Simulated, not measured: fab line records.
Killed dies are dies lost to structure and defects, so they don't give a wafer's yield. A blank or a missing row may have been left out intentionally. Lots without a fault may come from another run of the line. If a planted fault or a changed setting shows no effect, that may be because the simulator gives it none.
Split-lot trial :: flow n5-finfet :: route with 1938 steps; 7 lots, 21 wafers read

## ON THE SPLIT
At N5_MOL_CONTACT_COAG_EXPOSE_05 (exposes mask CA, defocus 0 nm), the setting dose-mj was moved away from the recipe's 38.25 on 5 of the 21 wafers read, by -6.0% to +6.4%. For the rest of the wafers, this setting stayed at what the recipe calls for.

## FROM THE SPLIT TO THE READING: what the file shows between them, 14 steps
- N5_MOL_CONTACT_COAG_PEB_06: peb time 60 s
- N5_MOL_CONTACT_COAG_DEVELOP_07: develop time 30 s
- N5_MOL_CONTACT_COAG_CD_MEAS_08: target cd 28 nm
- N5_MOL_CONTACT_COAG_DESCUM_13: chemistry O2, time 7 s
- N5_MOL_CONTACT_COAG_ETCH_59: etches underlayer in N2/H2, target depth 13 nm, time 10.4 s
- N5_MOL_CONTACT_COAG_ETCH_105: etches SiARC in CF4, target depth 15.6 nm, time 26 s
- N5_MOL_CONTACT_COAG_ETCH_106: etches SOC in N2/H2, target depth 80 nm, overetch 16 nm, time 120 s
- N5_MOL_CONTACT_COAG_STRIP_107: strips in N2/H2
- N5_MOL_CONTACT_COAG_STRIP_108: strips in N2/H2
- N5_MOL_CONTACT_COAG_CONTACT_ETCH_14: etches SiO2 in C4F6/O2, target depth 27.5 nm, overetch 8.5 nm, time 20 s
- N5_MOL_CONTACT_COAG_STRIP_109: strips in C4F6/O2
- N5_MOL_CONTACT_COAG_ETCH_15: etches SiNx in CH3F/O2, stops on Si:P, target depth 7 nm
- N5_MOL_CONTACT_COAG_ETCH_110: etches Si in CF4/O2, target depth 2.5 nm, time 8 s
- N5_MOL_CONTACT_COAG_STRIP_98: strips in N2/H2

## THE READING
Shown in nm: cd-nm at N5_MOL_CONTACT_COAG_CD_MEAS_99, with target cd 17.2 nm. On this fab line, fault-free wafers typically give 17.2 nm with a standard deviation of 0.31 nm.

wafer: L074.3
tool, chamber at the split: euv-scanner-01, 0
dose-mj as run: 38.25
against the recipe: recipe
cd-nm, nm: 17.6
against lot-mates on the recipe: -

wafer: L074.4
tool, chamber at the split: euv-scanner-01, 0
dose-mj as run: 38.25
against the recipe: recipe
cd-nm, nm: 17.6
against lot-mates on the recipe: -

wafer: L074.6
tool, chamber at the split: euv-scanner-01, 0
dose-mj as run: 38.25
against the recipe: recipe
cd-nm, nm: 17.9
against lot-mates on the recipe: -

wafer: L075.2
tool, chamber at the split: euv-scanner-01, 0
dose-mj as run: 35.97
against the recipe: -6.0%
cd-nm, nm: 15.8
against lot-mates on the recipe: -1.6

wafer: L075.3
tool, chamber at the split: euv-scanner-01, 0
dose-mj as run: 35.97
against the recipe: -6.0%
cd-nm, nm: 15.3
against lot-mates on the recipe: -2.1

wafer: L075.5
tool, chamber at the split: euv-scanner-01, 0
dose-mj as run: 38.25
against the recipe: recipe
cd-nm, nm: 17.4
against lot-mates on the recipe: -

wafer: L083.2
tool, chamber at the split: euv-scanner-01, 0
dose-mj as run: 37.03
against the recipe: -3.2%
cd-nm, nm: 16.3
against lot-mates on the recipe: -0.5

wafer: L083.3
tool, chamber at the split: euv-scanner-01, 0
dose-mj as run: 37.03
against the recipe: -3.2%
cd-nm, nm: 16.4
against lot-mates on the recipe: -0.4

wafer: L083.4
tool, chamber at the split: euv-scanner-01, 0
dose-mj as run: 38.25
against the recipe: recipe
cd-nm, nm: 16.8
against lot-mates on the recipe: -

wafer: L088.2
tool, chamber at the split: euv-scanner-02, 0
dose-mj as run: 38.25
against the recipe: recipe
cd-nm, nm: 17.2
against lot-mates on the recipe: -

wafer: L088.3
tool, chamber at the split: euv-scanner-02, 0
dose-mj as run: 38.25
against the recipe: recipe
cd-nm, nm: 17.2
against lot-mates on the recipe: -

wafer: L088.5
tool, chamber at the split: euv-scanner-02, 0
dose-mj as run: 38.25
against the recipe: recipe
cd-nm, nm: 17.2
against lot-mates on the recipe: -

wafer: L091.3
tool, chamber at the split: euv-scanner-02, 0
dose-mj as run: 38.25
against the recipe: recipe
cd-nm, nm: 17.8
against lot-mates on the recipe: -

wafer: L091.4
tool, chamber at the split: euv-scanner-02, 0
dose-mj as run: 40.71
against the recipe: +6.4%
cd-nm, nm: 19.1
against lot-mates on the recipe: +1.8

wafer: L091.5
tool, chamber at the split: euv-scanner-02, 0
dose-mj as run: 38.25
against the recipe: recipe
cd-nm, nm: 16.9
against lot-mates on the recipe: -

wafer: L096.1
tool, chamber at the split: euv-scanner-01, 0
dose-mj as run: 38.25
against the recipe: recipe
cd-nm, nm: 17.2
against lot-mates on the recipe: -

wafer: L096.2
tool, chamber at the split: euv-scanner-01, 0
dose-mj as run: 38.25
against the recipe: recipe
cd-nm, nm: 16.7
against lot-mates on the recipe: -

wafer: L096.3
tool, chamber at the split: euv-scanner-01, 0
dose-mj as run: 38.25
against the recipe: recipe
cd-nm, nm: 17.6
against lot-mates on the recipe: -

wafer: L097.2
tool, chamber at the split: euv-scanner-02, 0
dose-mj as run: 38.25
against the recipe: recipe
cd-nm, nm: 16.8
against lot-mates on the recipe: -

wafer: L097.3
tool, chamber at the split: euv-scanner-02, 0
dose-mj as run: 38.25
against the recipe: recipe
cd-nm, nm: 17.1
against lot-mates on the recipe: -

wafer: L097.4
tool, chamber at the split: euv-scanner-02, 0
dose-mj as run: 38.25
against the recipe: recipe
cd-nm, nm: 17.0
against lot-mates on the recipe: -

THE FIT
A straight line over all 21 wafers: cd-nm changes by +0.286 nm for each +1% of dose-mj; r = +0.91; the points scatter about the line by 0.34 nm.
The same after taking each lot's own level away (the mean of its wafers on the recipe; 21 wafers): +0.274 nm for each +1%; r = +0.93; scatter 0.28 nm.
According to that fit, moving dose-mj by its largest amount changes the reading by 1.8 nm.
From 16.80 to 17.70 nm: that is the span of the lots' own levels, equal to 2.9 times the standard deviation above.
Hence the lot-to-lot level has little effect on the slope; both slopes agree.
Check: with one of the wafers moved furthest among these (+6.4%) left out of the fit, the line predicts +1.81 nm for it against its lot-mates. Against them it came out at +1.75 nm.

## ADDITIONAL SPLITS CARRIED BY THESE WAFERS
These wafers also went through other splits before the reading. Each is held against what the fit with the lots' levels taken away leaves over:
other split on the same wafers: N5_HKMG_FIN_EXPOSE_46 dose-mj
wafers away from the commonest value: 11
r with cd-nm (lot level and that fit taken away): -0.01

other split on the same wafers: N5_GATE_CUT_ETCH_58 time-s
wafers away from the commonest value: 5
r with cd-nm (lot level and that fit taken away): -0.44

other split on the same wafers: N5_MOL_CONTACT_COAG_COAT_104 spin-rpm
wafers away from the commonest value: 4
r with cd-nm (lot level and that fit taken away): +0.10

## THE WHOLE CHAIN: every reading that the file lists as answering this split, in the file's order
step: N5_MOL_CONTACT_COAG_CD_MEAS_08
what it does: target cd 28 nm
reading: cd-nm
change (the file's fit): +0.249 nm for each +1% of the setting
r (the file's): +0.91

step: N5_MOL_CONTACT_COAG_ETCH_59
what it does: etches underlayer in N2/H2, target depth 13 nm, time 10.4 s
reading: MOL_CONTACT_COAG.cd-offset-nm (the simulator's own value, which no gauge read)
change (the file's fit): +0.256 nm for each +1% of the setting
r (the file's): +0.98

step: N5_MOL_CONTACT_COAG_ETCH_105
what it does: etches SiARC in CF4, target depth 15.6 nm, time 26 s
reading: MOL_CONTACT_COAG.cd-offset-nm (the simulator's own value, which no gauge read)
change (the file's fit): +0.252 nm for each +1% of the setting
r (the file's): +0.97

step: N5_MOL_CONTACT_COAG_CONTACT_ETCH_14
what it does: etches SiO2 in C4F6/O2, target depth 27.5 nm, overetch 8.5 nm, time 20 s
reading: MOL_CONTACT_COAG.cd-offset-nm (the simulator's own value, which no gauge read)
change (the file's fit): +0.271 nm for each +1% of the setting
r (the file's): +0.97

step: N5_MOL_CONTACT_COAG_CD_MEAS_99
what it does: target cd 17.2 nm
reading: cd-nm
change (the file's fit): +0.274 nm for each +1% of the setting
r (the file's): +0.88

## FILE'S OWN FIT
cd-nm changes by +0.274 nm for each +1% of dose-mj, r = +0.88.
